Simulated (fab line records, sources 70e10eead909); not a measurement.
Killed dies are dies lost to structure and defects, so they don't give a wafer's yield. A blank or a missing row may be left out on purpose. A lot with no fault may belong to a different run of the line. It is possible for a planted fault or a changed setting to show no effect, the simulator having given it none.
A struck lot beside a sound one || flow nand_harc || 39 steps out of a route of 1302
Sound: these wafers, L474.1, L474.2, L474.4. Struck: wafer L465.1. (L465.4, L465.6 of the same lot were not struck and are left out.) The cause comes at the end.
For every step that has rows: the tool of each side, followed by ch and its chambers, followed by its first start. Under that, the readings that differ: sound wafers || struck wafers || difference of the means || sigmas: that difference in standard deviations of wafers without a fault.
alike: readings whose means differ by less than 2 such deviations, and words and numbers that are the same on both sides. not compared: withheld readings, readings that some wafer has no value for, bounds like >300 that may hide the same value, and numbers for which the record gives no deviation and whose values overlap.
A row with sigmas, a row that says differs or no value, or rows on one side alone: a step with any of these is where the two part. Non-overlapping numbers with no deviation appear without sigmas and do not part them. A reading that every wafer of one side lacks parts them only if that side has two wafers or more.

first, 7 steps without rows for these wafers: NHARC_A_BONDPAD_COAT_33 (time 65 s); NHARC_A_BONDPAD_COAT_03 (resist thk 600 nm); NHARC_A_BONDPAD_SOFTBAKE_04 (time 70 s); NHARC_A_BONDPAD_EBR_05; NHARC_A_BONDPAD_EXPOSE_06 (exposes mask A BPAD); NHARC_A_BONDPAD_PEB_07 (peb time 80 s); NHARC_A_BONDPAD_DEVELOP_08 (time 50 s).
NHARC_A_BONDPAD_CD_MEAS_09: target cd 500 nm.
  sound on cd_sem-02 ch 0, day 28 06:58; struck on cd_sem-02 ch 0, day 24 09:35
  alike: cd_nm
NHARC_A_BONDPAD_OVL_MEAS_35:
  struck on overlay-01, day 24 09:41; sound on overlay-02, day 28 07:04
{"reading": "overlay_x_nm (nm)", "sound": "-10 -10 -10", "struck": 2, "difference": "+12", "sigmas": "+2"}
  alike: overlay_y_nm
then, 2 steps without rows for these wafers: NHARC_A_BONDPAD_HARDBAKE_10 (time 65 s); NHARC_A_BONDPAD_DESCUM_11 (chemistry O2, time 3 s).
NHARC_A_BONDPAD_ETCH_34: etches the open film in N2/H2, target depth 60 nm, overetch 18 nm, time 65.91 s.
  sound on rie_diel-12 ch 1,2,3, day 28 07:16; struck on rie_diel-12 ch 2, day 24 09:55
{"reading": "rf_hours_counter_h (h)", "sound": "1 1 1", "struck": 4, "difference": "+3", "sigmas": ""}
  alike: drypump_motor_current_A, oes_product_au, rf_fwd_power_W, rf_vpp_V, showerhead_plenum_p_Torr, throttle_valve_pct
NHARC_A_BONDPAD_ETCH_12: etches the open film in CHF3/O2, target depth 220 nm, time 110 s.
  sound on rie_diel-12 ch 0,2,3, day 28 07:22; struck on rie_diel-12 ch 2, day 24 10:01
{"reading": "rf_hours_counter_h (h)", "sound": "1 1 1", "struck": 4, "difference": "+3", "sigmas": ""}
  alike: drypump_motor_current_A, oes_product_au, rf_fwd_power_W, rf_vpp_V, showerhead_plenum_p_Torr, throttle_valve_pct
NHARC_A_BONDPAD_CD_MEAS_13:
  struck on cd_sem-02, day 24 10:10; sound on cd_sem-01, day 28 07:30
  alike: cd_nm
then, 5 steps without rows for these wafers: NHARC_A_BONDPAD_STRIP_15 (strips in O2); NHARC_A_BONDPAD_ETCH_24 (etches the open film in CF4/N2, target depth 30 nm, time 72.99 s); NHARC_A_BONDPAD_STRIP_16 (strips in post etch residue remover, time 600 s); NHARC_A_BONDPAD_DEGAS_25 (time 60 s); NHARC_A_BONDPAD_PRE_CLEAN_26 (time 30 s).
NHARC_A_BONDPAD_PVD_17: deposits TaN, target thk 5 nm, time 8.06 s.
  sound on pvd_sputter-02; struck on pvd_sputter-02
  alike: throttle_valve_pct
then, 2 steps without rows for these wafers: NHARC_A_BONDPAD_PVD_27 (deposits Cu, target thk 30 nm, time 20.49 s); NHARC_A_BONDPAD_ECD_18 (material Cu, target thk 400 nm).
NHARC_A_BONDPAD_ANNEAL_28: time 90 s.
  sound on rtp_anneal-01 ch 0, day 28 08:52; struck on rtp_anneal-02 ch 0, day 24 11:32
  alike: wafer_temp_C_max
NHARC_A_BONDPAD_CMP_19: polishes, t overpolish 30 s, cu recess touch 16 s, target thk 169.82 nm.
  sound on cmp-01 ch 0,1,2, day 28 09:13; struck on cmp-01 ch 2, day 24 11:53
  alike: motor_current_A, overpolish_run_s
NHARC_A_BONDPAD_THK_MEAS_20: measures by xrf.
  struck on film_metro-02, day 24 12:13; sound on film_metro-01, day 28 09:32
  alike: thk_nm
then, 6 steps without rows for these wafers: NHARC_A_BONDPAD_SRD_21 (time 30 s, dry time 20 s); NHARC_HYBRID_BOND_ACTIVATE_00 (chemistry N2, time 60 s); NHARC_HYBRID_BOND_PRECLEAN_01 (cleans in DIW, time 300 s); NHARC_HYBRID_BOND_SRD_02 (time 30 s, dry time 20 s); NHARC_HYBRID_BOND_BOND_03; NHARC_HYBRID_BOND_ANNEAL_04 (time 7200 s).
NHARC_HYBRID_BOND_OVL_MEAS_05:
  struck on overlay-02, day 24 23:52; sound on overlay-02, day 28 19:17
  alike: overlay_x_nm, overlay_y_nm
NHARC_THIN_TSV_GRIND_00:
  sound on grinder-01 ch 0, day 28 19:29; struck on grinder-01 ch 0, day 25 00:04
{"reading": "motor_current_A (A)", "sound": "12.027 12.009 12.022", "struck": 11.966, "difference": -0.053, "sigmas": -2}
then, 1 step without rows for these wafers: NHARC_THIN_TSV_CMP_01 (polishes).
NHARC_THIN_TSV_THK_MEAS_02: measures by ir.
  struck on film_metro-02, day 25 01:33; sound on film_metro-01, day 28 21:05
  alike: thk_nm
then, 3 steps without rows for these wafers: NHARC_THIN_TSV_SRD_03; NHARC_THIN_TSV_PRECLEAN_41 (cleans in SC1); NHARC_THIN_TSV_SRD_42.
NHARC_END_SORT_01:
  sound on prober-02 ch 0, day 29 13:07; struck on prober-01 ch 0, day 25 17:38
{"reading": "defect_limited_yield (%)", "sound": "91.4 89.5 91.9", "struck": 73.3, "difference": -17.6, "sigmas": -7}
{"reading": "killed_at_array", "sound": "55 65 46", "struck": 174, "difference": "+119", "sigmas": "+7"}
{"reading": "killed_dies", "sound": "58 71 55", "struck": 181, "difference": "+120", "sigmas": "+7"}
  alike: killed_at_other, killed_at_periphery, killed_open, killed_short

## WHERE THEY PART
Earliest at NHARC_A_BONDPAD_OVL_MEAS_35; latest, in this record, at NHARC_END_SORT_01.

WHY: whatever the simulator had introduced
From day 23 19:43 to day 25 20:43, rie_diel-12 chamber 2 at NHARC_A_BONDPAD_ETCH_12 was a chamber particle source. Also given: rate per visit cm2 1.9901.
